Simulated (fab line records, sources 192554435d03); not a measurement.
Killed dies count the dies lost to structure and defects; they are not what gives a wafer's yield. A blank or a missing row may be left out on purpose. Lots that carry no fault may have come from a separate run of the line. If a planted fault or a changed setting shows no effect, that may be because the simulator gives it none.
fab line records	flow n5-finfet
record: lots: 7	wafers: 21	last-day: 15
route steps=1938 shown HKMG_FIN@403 BEOL_M4@1111 PASSIVATION@1936
lots untouched by any fault: they come from a run of this same line in which no faults occurred
start-h: hours from the record's opening day to when the first of the lot's shown wafers began	wait-h: hours elapsed since this lot's preceding step	" unchanged from the row above	L1.1+2: one row covering several wafers at once	- no value, or no start given	* or withheld: withheld	< > ~ a bound
route shown NAME@n: NAME is a module with steps in the file, n the number in the route of the first one	usual: mean/standard deviation of fault-free wafers	same: alike in all rows	chamber/n: place in a boat	sites: per-site readings	_std_site: their standard deviation	_edge_site: mean of outer sites minus mean of inner sites	radius-mm: how far each site lies from the wafer's centre	mask NAME#n: copy n	behind: the last tool/chamber to shape the wafer	hold: what put the lot on hold/how long, in hours/how the hold closed	device: the transistor (n, p or np) that didn't switch	end of line: at the end of the route, the tests of the same wafers	step lacking rows: just its recipe	killed: count of dies lost to structure and defects at first sort (not the wafer's yield)	map: a wafer's dies, x killed, . not, _ none there
set.NAME: the setting as run; set.NAME@STEP: as run at that earlier step	model.NAME: the simulator's own value behind a step, which no gauge read
lots at some steps of the route; a table a step, a row a wafer
services: when a tool's chamber went out of use (start-h, in hours from the record's first day, below 0 if earlier), for how many hours, and the reason
== steps ==
step: N5_HKMG_FIN_ETCH_55
recipe: chemistry: N2/H2	target: SOC	target-depth-a: 2400	temp-c: 40	time-s: 300	ion-energy-ev: 200	mask-material: SiARC	pressure-mtorr: 30	source-w: 840	bias-w: 150	n2-flow-sccm: 200	h2-flow-sccm: 200
step: N5_HKMG_FIN_STRIP_56
recipe: chemistry: N2/H2	temp-c: 40	n2-flow-sccm: 200	h2-flow-sccm: 200	rf-frequency-hz: 6e+07
step: N5_HKMG_FIN_STRIP_57
recipe: chemistry: CF4	resist: SiARC	power-w: 300	bias-power-w: 75	pressure-mtorr: 50	cf4-flow-sccm: 150	rf-frequency-hz: 6e+07
usual: drypump-motor-current-A: 5.8/0.49	oes-product-au: 0.78/0.069	rf-vpp-V: 271.2/1.5	showerhead-plenum-p-Torr: 1.80/0.053	throttle-valve-pct: 13.50/0.24
lot.wafer	tool	chamber	start-h	wait-h	drypump-motor-current-A	oes-product-au	rf-hours-counter-h	rf-vpp-V	showerhead-plenum-p-Torr	throttle-valve-pct
L598.1	rie-diel-06	0	78.25	0.0	6.7	0.70	230	272.5	1.84	13.87
L598.5	"	3	"	"	5.6	0.76	-	270.8	1.73	13.38
L598.6	"	0	"	"	6.7	0.70	-	272.1	1.84	13.87
L599.2	rie-diel-01	2	83.43	0.0	6.3	0.72	219	270.1	1.77	13.61
L599.4	"	1	"	"	6.3	0.82	81	270.4	1.74	13.31
L599.6	"	3	"	"	5.3	0.89	-	271.3	1.76	13.30
L603.4	rie-diel-06	0	112.43	0.0	6.6	0.69	242	272.0	1.84	13.89
L603.5	"	2	"	"	5.9	0.79	-	273.9	1.87	13.50
L603.6	"	1	"	"	5.2	0.77	-	273.4	1.88	13.76
L605.1	rie-diel-06	1	119.26	0.0	5.2	0.77	112	272.4	1.88	13.78
L605.3	"	0	"	"	6.7	0.69	245	272.6	1.84	13.89
L605.5	"	0	"	"	6.7	0.69	-	270.5	1.84	13.90
L604.1	rie-diel-02	3	119.67	0.0	5.2	0.73	173	272.9	1.85	13.95
L604.2	"	0	"	"	6.1	0.83	60	271.4	1.82	13.13
L604.4	"	1	"	"	5.5	0.71	194	271.9	1.87	13.62
L610.2	rie-diel-06	3	152.76	0.0	5.6	0.73	141	269.0	1.72	13.45
L610.4	"	1	"	"	5.2	0.76	-	272.8	1.88	13.81
L610.6	"	3	"	"	5.6	0.74	-	269.5	1.72	13.44
L611.2	rie-diel-02	3	153.89	0.0	5.2	0.72	185	273.0	1.84	13.98
L611.3	"	1	"	"	5.4	0.70	208	272.9	1.87	13.65
L611.4	"	0	"	"	6.1	0.81	73	272.9	1.81	13.16
step: N5_HKMG_FIN_ETCH_58
recipe: chemistry: N2/H2	target: SOC	target-depth-a: 2158	ion-energy-ev: 50	bias-w: 13	time-s: 741	pressure-mtorr: 30	source-w: 875	n2-flow-sccm: 200	h2-flow-sccm: 200
usual: drypump-motor-current-A: 5.8/0.49	oes-product-au: 0.79/0.076	rf-vpp-V: 99.2/0.83	showerhead-plenum-p-Torr: 2.55/0.08	throttle-valve-pct: 17.67/0.25
lot.wafer	tool	chamber	start-h	wait-h	drypump-motor-current-A	oes-product-au	rf-hours-counter-h	rf-vpp-V	showerhead-plenum-p-Torr	throttle-valve-pct
L598.1	rie-diel-06	0	78.27	0.0	6.7	0.70	230	98.3	2.62	18.05
L598.5	"	3	"	"	5.6	0.79	-	99.9	2.46	17.64
L598.6	"	0	"	"	6.7	0.70	-	99.8	2.62	18.04
L599.2	rie-diel-01	2	83.45	0.0	6.3	0.71	219	99.3	2.49	17.58
L599.4	"	1	"	"	6.4	0.81	81	98.4	2.47	17.52
L599.6	"	3	"	"	5.3	0.90	-	98.6	2.50	17.57
L603.4	rie-diel-06	0	112.45	0.0	6.6	0.70	242	99.8	2.61	18.08
L603.5	"	2	"	"	5.9	0.80	-	99.4	2.69	17.83
L603.6	"	1	"	"	5.2	0.76	-	99.9	2.66	17.83
L605.1	rie-diel-06	1	119.28	0.0	5.2	0.76	112	99.8	2.66	17.83
L605.3	"	0	"	"	6.7	0.69	245	99.9	2.61	18.07
L605.5	"	0	"	"	6.7	0.69	-	100.4	2.61	18.07
L604.1	rie-diel-02	3	119.69	0.0	5.2	0.74	173	99.3	2.66	18.37
L604.2	"	0	"	"	6.1	0.83	61	100.8	2.60	17.43
L604.4	"	1	"	"	5.5	0.70	194	100.3	2.63	17.62
L610.2	rie-diel-06	3	152.78	0.0	5.7	0.76	141	98.5	2.45	17.69
L610.4	"	1	"	"	5.2	0.76	-	99.2	2.65	17.84
L610.6	"	3	"	"	5.6	0.77	-	97.9	2.45	17.70
L611.2	rie-diel-02	3	153.91	0.0	5.1	0.73	185	99.9	2.65	18.39
L611.3	"	1	"	"	5.5	0.68	208	99.3	2.62	17.64
L611.4	"	0	"	"	6.1	0.82	73	100.1	2.59	17.45
step: N5_HKMG_FIN_STRIP_93
recipe: chemistry: N2/H2	material: SOC	time-s: 20	power-w: 500	temp-c: 40	pressure-mtorr: 50	rf-frequency-hz: 6e+07	bias-power-w: 8	h2-frac: 0.5	n2-flow-sccm: 300	h2-flow-sccm: 300
step: N5_HKMG_FIN_WET_ETCH_76
recipe: chemistry: dNH4OH	mix: 1:50	temp-c: 25	target: Al2O3	stop-on: La2O3	target-depth-nm: 2.25	dry: ipa-marangoni	rinse-time-s: 30	rinse-temp-c: 23
step: N5_HKMG_FIN_STRIP_60
recipe: chemistry: N2/H2	power-w: 2500	temp-c: 300	h2-frac: 0.65	time-s: 360	pressure-mtorr: withheld	n2-flow-sccm: 1750	h2-flow-sccm: 3250
step: N5_HKMG_FIN_WET_ETCH_77
recipe: chemistry: dHCl	mix: 1:10000	temp-c: 25	target: La2O3	stop-on: HfO2	target-depth-nm: 2
step: N5_HKMG_FIN_WET_ETCH_78
recipe: chemistry: dNH4OH	mix: 1:50	temp-c: 25	target: Al2O3	stop-on: La2O3	target-depth-nm: 4.5	dry: ipa-marangoni	rinse-time-s: 30	rinse-temp-c: 23
step: N5_HKMG_FIN_ALD_79
recipe: material: TiN	target-thk-a: 15	temp-c: 400	ald-precursor-family: TiCl4	ald-co-reactant: NH3	pulse-time-s: 1	purge-time-s: 3	co-reactant-purge-time-s: 2	co-reactant-pulse-time-s: 2	ald-cycles: 68	pressure-torr: 3
usual: heater-power-w: 896/98	precursor-pulse-height-rel: 1.000/0.019
lot.wafer	tool	chamber	start-h	wait-h	heater-power-w	precursor-pulse-height-rel
L598.1	ald-metal-03	1	79.34	0.0	978	1.011
L598.5	"	2	"	"	815	0.990
L598.6	"	3	"	"	1147	0.993
L599.2	ald-metal-04	2	84.52	0.0	932	1.006
L599.4	"	3	"	"	814	0.995
L599.6	"	0	"	"	934	1.002
L603.4	ald-metal-01	2	113.52	0.0	833	0.974
L603.5	"	2	"	"	786	0.989
L603.6	"	3	"	"	825	0.979
L605.1	ald-metal-04	2	120.35	0.0	919	1.002
L605.3	"	0	"	"	955	0.969
L605.5	"	1	"	"	896	0.959
L604.1	ald-metal-03	0	120.75	0.0	881	1.006
L604.2	"	1	"	"	981	0.996
L604.4	"	2	"	"	804	1.044
L610.2	ald-metal-03	0	153.84	0.0	899	1.007
L610.4	"	2	"	"	838	0.996
L610.6	"	0	"	"	899	1.012
L611.2	ald-metal-03	1	154.98	0.0	990	0.989
L611.3	"	2	"	"	802	1.024
L611.4	"	0	"	"	899	1.014
step: N5_HKMG_FIN_CVD_62
recipe: material: a-Si	target-thk-a: 30	temp-c: 500	precursor: Si2H6	pressure-torr: 1	time-s: 20.8
usual: heater-power-w: 1537/180
lot.wafer	tool	chamber	start-h	wait-h	heater-power-w
L598.1	thermal-cvd-si-02	2	79.70	0.2	1520
L598.5	"	2	"	"	1501
L598.6	"	1	"	"	1161
L599.2	thermal-cvd-si-01	2	84.88	0.2	1754
L599.4	"	0	"	"	1568
L599.6	"	2	"	"	1664
L603.4	thermal-cvd-si-01	1	113.94	0.2	1549
L603.5	"	2	"	"	1678
L603.6	"	0	"	"	1534
L605.1	thermal-cvd-si-01	2	120.71	0.2	1687
L605.3	"	0	"	"	1584
L605.5	"	0	"	"	1564
L604.1	thermal-cvd-si-01	2	121.11	0.2	1678
L604.2	"	1	"	"	1488
L604.4	"	0	"	"	1563
L610.2	thermal-cvd-si-02	1	154.21	0.2	1175
L610.4	"	0	"	"	1694
L610.6	"	1	"	"	1188
L611.2	thermal-cvd-si-01	1	155.34	0.2	1503
L611.3	"	2	"	"	1693
L611.4	"	2	"	"	1673
step: N5_HKMG_FIN_RTA_80
recipe: temp-c: withheld	time-s: 2	ambient: N2	idle-temp-c: 600	ramp-up-c-per-s: 150	ramp-down-c-per-s: 60	cool-to-c: 600
step: N5_HKMG_FIN_PRECLEAN_64
recipe: chemistry: dHF	time-s: 30	temp-c: 25	dilution: withheld
lot.wafer	tool	chamber	start-h	wait-h
L598.1+5+6	wet-bench-02	0,4,3	79.98	0.1
L599.2+4+6	wet-bench-06	4,1,3	85.16	0.1
L603.4+5+6	wet-bench-06	7,1,4	114.31	0.1
L605.1+3+5	wet-bench-06	4,5,3	120.99	0.1
L604.1+2+4	wet-bench-06	2,4,0	121.39	0.1
L610.2+4+6	wet-bench-02	5,7,4	154.49	0.1
L611.2+3+4	wet-bench-01	5,7,0	155.62	0.1
step: N5_HKMG_FIN_WET_ETCH_65
recipe: chemistry: TMAH	temp-c: 70	conc-wt-pct: 5	target: a-Si	stop-on: TiN	time-s: 49	target-depth-nm: 3
step: N5_HKMG_FIN_WET_ETCH_81
recipe: chemistry: SC1	target: TiN	stop-on: HfO2	mix: 1:1:5	temp-c: 60	time-s: 57	target-depth-nm: 6
step: N5_HKMG_FIN_WET_ETCH_82
recipe: chemistry: dHCl	mix: 1:10000	temp-c: 25	target: La2O3	stop-on: HfO2	target-depth-nm: 2	dry: ipa-marangoni	rinse-time-s: 30	rinse-temp-c: 23
step: N5_HKMG_FIN_ALD_36
recipe: material: TiN	target-thk-a: 10	temp-c: 400	ald-precursor-family: TiCl4	ald-co-reactant: NH3	pulse-time-s: 1	purge-time-s: 3	co-reactant-purge-time-s: 2	co-reactant-pulse-time-s: 2	ald-cycles: 47	pressure-torr: 3
usual: heater-power-w: 881/120	precursor-pulse-height-rel: 0.997/0.018
lot.wafer	tool	chamber	start-h	wait-h	heater-power-w	precursor-pulse-height-rel
L598.1	ald-metal-01	3	80.10	0.0	813	0.995
L598.5	"	3	"	"	806	0.969
L598.6	"	0	"	"	739	0.990
L599.2	ald-metal-01	0	85.28	0.0	744	1.005
L599.4	"	1	"	"	933	0.990
L599.6	"	0	"	"	738	1.015
L603.4	ald-metal-03	0	114.43	0.0	902	0.986
L603.5	"	0	"	"	883	0.978
L603.6	"	1	"	"	963	1.021
L605.1	ald-metal-01	3	121.11	0.0	803	0.995
L605.3	"	1	"	"	915	0.973
L605.5	"	2	"	"	808	1.021
L604.1	ald-metal-03	1	121.52	0.0	997	0.995
L604.2	"	2	"	"	828	1.003
L604.4	"	3	"	"	1165	0.987
L610.2	ald-metal-01	3	154.60	0.0	806	0.984
L610.4	"	2	"	"	794	0.997
L610.6	"	1	"	"	880	1.011
L611.2	ald-metal-03	3	155.75	0.0	1115	1.013
L611.3	"	0	"	"	882	1.001
L611.4	"	1	"	"	982	1.025
step: N5_HKMG_FIN_THK_MEAS_70
recipe: thk-meas-gauge: xrf	reads: HfO2_of_HKMG_FIN_HK_ALD_01
usual: HK_THK: 1.597/0.019
lot.wafer	tool	chamber	start-h	wait-h	HK_THK[nm]
L598.1	film-metro-01	-	80.38	0.2	1.584
L598.5	"	-	"	"	1.593
L598.6	"	-	"	"	1.599
L599.2	film-metro-02	-	85.56	0.2	1.645
L599.4	"	-	"	"	1.619
L599.6	"	-	"	"	1.645
L603.4	film-metro-02	-	114.71	0.2	1.637
L603.5	"	-	"	"	1.645
L603.6	"	-	"	"	1.604
L605.1	film-metro-01	-	121.39	0.2	1.586
L605.3	"	-	"	"	1.588
L605.5	"	-	"	"	1.590
L604.1	film-metro-01	-	121.80	0.2	1.613
L604.2	"	-	"	"	1.613
L604.4	"	-	"	"	1.601
L610.2	film-metro-02	-	154.88	0.2	1.577
L610.4	"	-	"	"	1.618
L610.6	"	-	"	"	1.602
L611.2	film-metro-01	-	156.03	0.2	1.587
L611.3	"	-	"	"	1.567
L611.4	"	-	"	"	1.599
step: N5_HKMG_FIN_PWFM_ALD_03
recipe: material: TiN	target-thk-a: 20	temp-c: 400	ald-precursor-family: TiCl4	ald-co-reactant: NH3	pulse-time-s: 1	purge-time-s: 3	co-reactant-purge-time-s: 2	co-reactant-pulse-time-s: 2	ald-cycles: 91	pressure-torr: 3
step: N5_HKMG_FIN_COAT_29
recipe: resist: SOC	temp-c: 250	time-s: 60	spin-rpm: 1500	resist-thk-nm: 300
step: N5_HKMG_FIN_COAT_30
recipe: resist: SiARC	temp-c: 220	time-s: 60	spin-rpm: 1500	resist-thk-nm: 35
step: N5_HKMG_FIN_COAT_06
recipe: resist: CAR-ArF	spin-rpm: 1500	resist-thk-nm: 90
step: N5_HKMG_FIN_EBR_08
recipe: solvent: PGMEA	ebr-width-mm: 1.5
step: N5_HKMG_FIN_SOFTBAKE_07
recipe: temp-c: 110	time-s: 60	resist: CAR-ArF
step: N5_HKMG_FIN_EXPOSE_09
recipe: mask-id: NWFM	na: 1.35	source-shape: conventional	sigma-outer: 0.8	polarization: unpolarized	dose-mj: 39.25
step: N5_HKMG_FIN_PEB_10
recipe: peb-temp-c: withheld	peb-time-s: 60	resist: CAR-ArF
step: N5_HKMG_FIN_DEVELOP_11
recipe: develop-time-s: 30	developer: TMAH	resist: CAR-ArF	dev-temp-c: 23	rinse-liquid: diw	dry: air-spin
step: N5_HKMG_FIN_CD_MEAS_12
recipe: target-cd-nm: 92.8	landing-energy-ev: 500	detector: se-inlens
usual: cd-nm: 92.8/0.7
same: landing-energy-ev: 500
lot.wafer	tool	chamber	start-h	wait-h	cd-nm
L598.1	cd-sem-02	0	81.26	-	93.1
L598.5	"	0	"	"	92.8
L598.6	"	0	"	"	93.5
L599.2	cd-sem-03	0	86.43	-	92.5
L599.4	"	0	"	"	93.2
L599.6	"	0	"	"	92.5
L603.4	cd-sem-02	0	115.59	-	92.4
L603.5	"	0	"	"	92.1
L603.6	"	0	"	"	91.7
L605.1	cd-sem-02	0	122.29	-	91.8
L605.3	"	0	"	"	92.6
L605.5	"	0	"	"	93.6
L604.1	cd-sem-03	0	122.58	-	92.1
L604.2	"	0	"	"	92.9
L604.4	"	0	"	"	92.9
L610.2	cd-sem-01	0	155.76	-	92.7
L610.4	"	0	"	"	93.3
L610.6	"	0	"	"	93.3
L611.2	cd-sem-03	0	156.78	-	92.8
L611.3	"	0	"	"	92.4
L611.4	"	0	"	"	92.5
step: N5_HKMG_FIN_OVL_MEAS_13
recipe: points-per-wafer: 44
usual: NWFM_OVL: -0.7/0.7
lot.wafer	tool	chamber	start-h	wait-h	NWFM_OVL[nm]
L598.1	overlay-01	0	81.29	0.0	-1.3
L598.5	"	0	"	"	-0.7
L598.6	"	0	"	"	-0.2
L599.2	overlay-01	0	86.46	0.0	-1.2
L599.4	"	0	"	"	0.6
L599.6	"	0	"	"	-0.7
L603.4	overlay-02	0	115.62	0.0	-0.7
L603.5	"	0	"	"	-1.1
L603.6	"	0	"	"	-1.1
L605.1	overlay-02	0	122.33	0.0	0.0
L605.3	"	0	"	"	-1.1
L605.5	"	0	"	"	-1.6
L604.1	overlay-02	0	122.61	0.0	-1.7
L604.2	"	0	"	"	-2.0
L604.4	"	0	"	"	-1.4
L610.2	overlay-01	0	155.79	0.0	-1.0
L610.4	"	0	"	"	-0.7
L610.6	"	0	"	"	-1.0
L611.2	overlay-01	0	156.81	0.0	-0.7
L611.3	"	0	"	"	-0.8
L611.4	"	0	"	"	-1.6
step: N5_HKMG_FIN_INSPECT_14
recipe: mode: adi	inspect-instrument: macro
usual: raw-defect-count: 2.1/1.4
lot.wafer	tool	chamber	start-h	wait-h	raw-defect-count
L598.1	defect-inspect-01	-	81.31	0.0	0
L598.5	"	-	"	"	1
L598.6	"	-	"	"	1
L599.2	defect-inspect-01	-	86.49	0.0	1
L599.4	"	-	"	"	2
L599.6	"	-	"	"	3
L603.4	defect-inspect-02	-	115.64	0.0	>300
L603.5	"	-	"	"	>300
L603.6	"	-	"	"	>300
L605.1	defect-inspect-02	-	122.35	0.0	>300
L605.3	"	-	"	"	>300
L605.5	"	-	"	"	>300
L604.1	defect-inspect-01	-	122.64	0.0	>300
L604.2	"	-	"	"	>300
L604.4	"	-	"	"	>300
L610.2	defect-inspect-02	-	155.81	0.0	3
L610.4	"	-	"	"	3
L610.6	"	-	"	"	3
L611.2	defect-inspect-02	-	156.83	0.0	1
L611.3	"	-	"	"	3
L611.4	"	-	"	"	1
step: N5_HKMG_FIN_DESCUM_17
recipe: chemistry: O2	time-s: 7.9	source-power-w: 50	bias-power-w: 20	pressure-mtorr: 20	rf-frequency-hz: 2.712e+07	temp-c: 40	resist: CAR-ArF	o2-flow-sccm: 225
step: N5_BEOL_M4_RC_MEAS_101
usual: DIBL_N: 35.8/1.7	DIBL_P: 35.9/1.9	IOFF_N: 0.151/0.028	IOFF_P: 0.21/0.037	ION_N: 673/12	ION_P: 463/8.3	SS_N: 71.4/0.59	SS_P: 73.2/0.63	VT_N: 250/3.2	VT_P: -250/3.7
lot.wafer	tool	chamber	start-h	wait-h	DIBL_N[mV/V]	DIBL_P[mV/V]	IOFF_N[nA/um]	IOFF_P[nA/um]	ION_N[uA/um]	ION_P[uA/um]	SS_N[mV/dec]	SS_P[mV/dec]	VT_N[mV]	VT_P[mV]
L598.1	prober-01	0	160.53	0.0	38.0	37.1	0.180	0.26	679	470	71.7	74.2	247	-243
L598.5	"	0	"	"	39.8	38.5	0.206	0.29	692	469	72.6	73.6	246	-242
L598.6	"	0	"	"	37.2	36.8	0.161	0.26	691	481	72.0	73.2	250	-246
L599.2	prober-01	0	166.36	0.2	36.6	36.2	0.176	0.26	687	483	70.9	73.5	246	-246
L599.4	"	0	"	"	34.8	33.3	0.137	0.20	670	460	71.3	73.6	250	-249
L599.6	"	0	"	"	35.3	34.4	0.148	0.23	686	481	71.1	73.5	250	-246
L603.4	prober-02	0	201.51	0.5	37.8	37.9	0.188	0.23	685	459	72.3	73.9	248	-251
L603.5	"	0	"	"	37.6	38.2	0.185	0.24	700	472	71.2	73.1	250	-251
L603.6	"	0	"	"	39.1	39.6	0.220	0.26	706	482	72.8	74.9	245	-250
L604.1	prober-02	0	211.46	0.0	35.8	36.7	0.147	0.18	685	461	70.7	72.8	251	-255
L604.2	"	0	"	"	34.1	34.1	0.122	0.15	656	449	70.6	72.3	252	-258
L604.4	"	0	"	"	34.7	34.7	0.131	0.16	663	447	70.8	72.9	253	-257
L605.1	prober-01	0	216.07	0.0	37.1	40.5	0.185	0.26	692	482	71.4	75.0	250	-245
L605.3	"	0	"	"	33.3	35.3	0.116	0.18	664	465	70.5	73.0	253	-250
L605.5	"	0	"	"	33.6	36.8	0.135	0.20	678	474	70.4	73.4	251	-251
L611.2	prober-01	0	245.02	0.2	33.8	34.0	0.130	0.20	663	458	71.6	72.7	253	-248
L611.3	"	0	"	"	34.8	36.4	0.146	0.23	664	464	71.7	73.2	249	-248
L611.4	"	0	"	"	37.1	39.2	0.196	0.28	683	471	71.7	73.1	247	-243
L610.2	prober-02	0	245.32	0.2	34.7	33.4	0.118	0.15	673	457	70.7	72.7	252	-256
L610.4	"	0	"	"	38.2	36.9	0.172	0.20	681	452	71.6	72.9	249	-256
L610.6	"	0	"	"	35.1	34.3	0.131	0.17	677	468	70.0	72.6	250	-254
step: N5_PASSIVATION_PROBE_49
usual: defect-limited-yield: 91.4/1.5	killed_at_M0_to_M3: 33/9.8	killed_at_M4_up: 14/5.5	killed-at-contacts: 12/6.5	killed-at-front-end: 38/11	killed-at-other: 3/3.1	killed-dies: 101/17	killed-open: 66/13	killed-short: 32/7.5	sort_bin_5_function: 5.0/1	sort_bin_6_memory: 3.2/0.69	sort-n-pass: 1079/17	sort-yield-pct: 91.4/1.5
same: gross-dies: 1180	killed-at-back-side: 0	sort_bin_4_leakage[%]: 0	sort_bin_8_speed[%]: 0
lot.wafer	tool	chamber	start-h	wait-h	defect-limited-yield[%]	killed_at_M0_to_M3	killed_at_M4_up	killed-at-contacts	killed-at-front-end	killed-at-other	killed-dies	killed-open	killed-short	sort_bin_5_function[%]	sort_bin_6_memory[%]	sort-n-pass	sort-yield-pct[%]
L599.2	prober-01	-	261.04	0.1	92.9	41	8	4	29	2	84	55	28	3.9	3.0	1096	92.9
L599.4	prober-01	-	261.14	0.2	90.4	33	15	7	52	6	113	75	37	5.8	3.6	1067	90.4
L599.6	prober-01	-	261.24	0.3	93.6	16	6	7	40	6	75	49	25	3.3	2.6	1105	93.6
L598.1	prober-01	-	263.30	0.0	92.8	25	15	11	31	3	85	55	28	4.1	2.8	1095	92.8
L598.5	prober-01	-	263.50	0.2	91.4	42	10	16	25	9	102	63	39	5.6	3.0	1078	91.4
L598.6	prober-01	-	263.55	0.3	91.4	40	15	16	28	3	102	76	25	5.6	2.7	1078	91.4
L610.2	prober-01	-	355.30	0.1	92.3	31	14	15	28	3	91	61	27	3.7	3.3	1089	92.3
L610.4	prober-01	-	355.40	0.2	93.1	29	10	11	31	1	82	52	28	4.4	2.4	1098	93.1
L610.6	prober-01	-	355.50	0.3	92.9	23	18	7	36	0	84	48	33	4.9	1.9	1096	92.9
L611.2	prober-01	-	361.95	0.1	92.2	24	17	6	44	1	92	63	19	3.9	2.7	1088	92.2
L611.3	prober-01	-	362.00	0.1	92.1	31	14	3	43	2	93	57	35	4.8	2.9	1087	92.1
L611.4	prober-01	-	362.05	0.2	93.1	28	16	9	29	0	82	59	21	3.6	3.1	1098	93.1
killed by level:class
L599.2 BEOL_M0_SAQP:geometric-particle:open=10 BEOL_M2:geometric-particle:open=7 BEOL_M3:geometric-particle:open=7 STI_FIN_REVEAL:geometric-particle:open=6 FIN_SAQP:geometric-particle:short=5 GATE_CUT:geometric-particle:short=5 BEOL_M0:geometric-particle:open=5 MOL_CONTACT_COAG:geometric-particle:open=4
L599.4 FIN_SAQP:geometric-particle:open=14 FIN_SAQP:geometric-particle:short=10 STI_FIN_REVEAL:geometric-particle:open=7 BEOL_M0_SAQP:geometric-particle:open=7 BEOL_M4:geometric-particle:open=7 MOL_CONTACT_COAG:geometric-particle:open=6 BEOL_M3:geometric-particle:open=6 STARTING-WAFER:geometric-particle:open=5
L599.6 FIN_SAQP:geometric-particle:short=9 STI_FIN_REVEAL:geometric-particle:open=7 MOL_CONTACT_COAG:geometric-particle:open=7 BEOL_M3:geometric-particle:open=7 DUMMY_GATE:geometric-particle:open=6 FIN_SAQP:geometric-particle:open=5 STI_FIN_REVEAL:geometric-particle:short=4 DUMMY_GATE:geometric-particle:short=3
L598.1 FIN_SAQP:geometric-particle:short=9 BEOL_M3:geometric-particle:open=9 MOL_CONTACT_COAG:geometric-particle:open=8 FIN_SAQP:geometric-particle:open=7 BEOL_M4:geometric-particle:open=5 STI_FIN_REVEAL:geometric-particle:open=4 BEOL_M0_SAQP:geometric-particle:short=4 BEOL_M2:geometric-particle:open=4
L598.5 BEOL_M0_SAQP:geometric-particle:short=11 MOL_CONTACT_COAG:geometric-particle:open=11 DUMMY_GATE:geometric-particle:open=7 BEOL_M2:geometric-particle:open=7 BEOL_M3:geometric-particle:open=6 MOL_CONTACT_COAG:geometric-particle:short=5 BEOL_M0_SAQP:geometric-particle:open=5 BEOL_M1:geometric-particle:open=4
L598.6 BEOL_M3:geometric-particle:open=17 MOL_CONTACT_COAG:geometric-particle:open=14 BEOL_M2:geometric-particle:open=8 BEOL_M4:geometric-particle:open=6 STARTING-WAFER:geometric-particle:open=5 ILD0:geometric-particle:open=5 GATE_CUT:geometric-particle:short=4 BEOL_M3:geometric-particle:short=4
L610.2 STI_FIN_REVEAL:geometric-particle:open=12 MOL_CONTACT_COAG:geometric-particle:open=10 BEOL_M2:geometric-particle:open=9 BEOL_M4:geometric-particle:open=7 BEOL_M1:geometric-particle:open=6 FIN_SAQP:geometric-particle:short=5 MOL_CONTACT_COAG:geometric-particle:short=5 BEOL_M0_SAQP:geometric-particle:open=5
L610.4 BEOL_M0_SAQP:geometric-particle:short=11 BEOL_M3:geometric-particle:open=8 STI_FIN_REVEAL:geometric-particle:open=7 MOL_CONTACT_COAG:geometric-particle:open=7 BEOL_M0_SAQP:geometric-particle:open=6 FIN_SAQP:geometric-particle:short=5 MOL_CONTACT_COAG:geometric-particle:short=4 BEOL_M4:geometric-particle:open=4
L610.6 FIN_SAQP:geometric-particle:short=11 STI_FIN_REVEAL:geometric-particle:open=8 MOL_CONTACT_COAG:geometric-particle:open=7 BEOL_M0:geometric-particle:open=6 BEOL_M4:geometric-particle:open=6 FIN_SAQP:geometric-particle:open=5 BEOL_M0_SAQP:geometric-particle:short=5 BEOL_M1:geometric-particle:open=3
L611.2 BEOL_M4:geometric-particle:open=14 BEOL_M0_SAQP:geometric-particle:open=8 HKMG_FIN:area-etch=8 DUMMY_GATE:geometric-particle:open=7 GATE_CUT:geometric-particle:short=7 FIN_SAQP:geometric-particle:open=6 MOL_CONTACT_COAG:geometric-particle:open=6 BEOL_M0_SAQP:geometric-particle:short=5
L611.3 BEOL_M1:geometric-particle:open=8 FIN_SAQP:geometric-particle:open=6 DUMMY_GATE:geometric-particle:open=6 BEOL_M0_SAQP:geometric-particle:open=6 BEOL_M0_SAQP:geometric-particle:short=6 STARTING-WAFER:geometric-particle:open=6 GATE_CUT:geometric-particle:short=5 STARTING-WAFER:geometric-particle:short=5
L611.4 BEOL_M0_SAQP:geometric-particle:open=9 BEOL_M4:geometric-particle:open=9 DUMMY_GATE:geometric-particle:open=8 MOL_CONTACT_COAG:geometric-particle:open=8 BEOL_M0:geometric-particle:open=7 BEOL_M2:geometric-particle:open=7 STI_FIN_REVEAL:geometric-particle:open=4 GATE_CUT:geometric-particle:short=4
== services ==
tool	chamber	start-h	hours	kind
ald-metal-04	3	56.21	1.8	repair
rie-diel-06	3	64.66	2.3	repair
rie-diel-06	1	65.05	7.5	repair
rie-diel-02	-	69.83	0.6	repair
rie-diel-02	0	76.98	6.3	repair
ald-metal-04	-	77.75	2.8	pm
rie-diel-06	2	114.80	11.1	repair
thermal-cvd-si-02	-	115.62	6.0	pm
ald-metal-03	-	129.68	2.8	pm
rie-diel-06	0	134.71	-	clean
rie-diel-06	0	134.71	-	consumable-replace:focus-ring
rie-diel-06	0	134.71	19.3	scheduled-down
rie-diel-06	0	134.71	19.3	vent-cycle
thermal-cvd-si-01	-	135.84	1.2	repair
ald-metal-01	-	148.28	1.4	repair
== key ==
first-sign: step: N5_HKMG_FIN_INSPECT_14	reading: raw-defect-count	direction: up	sigmas: 99+	usual: 2.1	struck: >300
effect none on later readings
met-at N5_HKMG_FIN_PRECLEAN_64
struck-wafers L603.4,L603.5,L603.6,L604.1,L604.2,L604.4,L605.1,L605.3,L605.5
rows-end L603.4,L603.5,L603.6,L604.1,L604.2,L604.4,L605.1,L605.3,L605.5
onset-between 85.16 114.31
fault: kind: chamber-particle-source	tool: wet-bench-06	chamber: -	onset-h: 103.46	steps: N5_HKMG_FIN_PRECLEAN_64	rate-per-visit-cm2: 1.5636
rows-end: these wafers met a further fault down the route, and their rows from its step on are left out
